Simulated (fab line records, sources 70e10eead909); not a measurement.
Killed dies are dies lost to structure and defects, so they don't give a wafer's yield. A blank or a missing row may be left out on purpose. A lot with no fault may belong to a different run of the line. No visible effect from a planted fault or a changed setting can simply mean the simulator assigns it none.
Chamber matching    flow nandHarc    4 sister chambers for NHARC_A_STAIRCASE_DESCUM_252 on rieDiel-04
The step chemistry O2, time 3 s. 22 wafers are shown with their chamber, then 11 later ones without.

WAFERS PAIRED WITH THEIR CHAMBERS
wafer   chamber  showerheadPlenumPTorr (Torr)  oesProductAu (a.u.)  throttleValvePct (%)
L076.4  1        1.82                          1.011                11.311
L076.5  2        2.04                          1.000                11.324
L076.6  3        1.98                          1.018                11.306
L077.1  0        1.91                          0.996                11.308
L077.2  1        1.82                          1.015                11.295
L077.4  2        2.04                          1.000                11.325
L079.1  1        1.82                          1.014                11.302
L079.3  0        1.91                          0.996                11.306
L079.5  1        1.82                          1.012                11.305
L081.1  2        2.04                          0.988                11.318
L081.2  3        1.97                          1.002                11.323
L081.4  1        1.82                          1.012                11.324
L081.3  0        1.91                          0.997                11.319
L081.5  0        1.91                          0.995                11.311
L081.6  3        1.97                          0.997                11.315
L085.1  3        1.97                          1.001                11.294
L085.3  1        1.81                          1.001                11.311
L085.5  1        1.81                          1.000                11.315
L086.3  1        1.82                          1.008                11.295
L086.4  0        1.91                          0.992                11.312
L086.6  2        2.03                          1.010                11.320
L092.4  3        1.96                          1.001                11.301

SIGNATURES (averages over the wafers above)
reading                chamber 0  chamber 1  chamber 2  chamber 3  scatter within a chamber
showerheadPlenumPTorr  1.9100     1.8175     2.0375     1.9700     0.00486
oesProductAu           0.99520    1.00913    0.99950    1.00380    0.00647
throttleValvePct       11.31120   11.30725   11.32175   11.30780   0.00868
Rule: a wafer's distance from a chamber is the root of the sum, over the readings, of the square of ((its reading less the chamber's mean) divided by the reading's scatter). The wafer belongs to the nearest chamber; if the next one is less than 2 further off, it can't be placed. How the scatter is found: for the shown wafers, subtract from each reading the mean of its chamber, square and add these, divide the total by (wafers less chambers), then take the root.

WAFERS WITHOUT THEIR CHAMBER
wafer   showerheadPlenumPTorr (Torr)  oesProductAu (a.u.)  throttleValvePct (%)
L092.5  2.03                          0.994                11.309
L092.6  1.81                          1.010                11.298
L094.1  1.90                          0.997                11.319
L094.3  2.03                          0.998                11.315
L094.4  1.81                          1.004                11.317
L095.3  1.90                          1.001                11.299
L095.4  1.96                          1.001                11.296
L095.5  1.81                          1.006                11.309
L095.1  2.02                          0.993                11.306
L095.2  1.81                          1.011                11.305
L095.6  1.90                          1.001                11.301

WHICH CHAMBER EACH WENT THROUGH
wafer   from the rows above  in truth
L092.5  2                    2
L092.6  1                    1
L094.1  0                    0
L094.3  2                    2
L094.4  1                    1
L095.3  0                    0
L095.4  3                    3
L095.5  1                    1
L095.1  2                    2
L095.2  1                    1
L095.6  0                    0
Correctly placed: 11 of 11. Can't be placed from these rows: 0. Placed wrongly: 0.
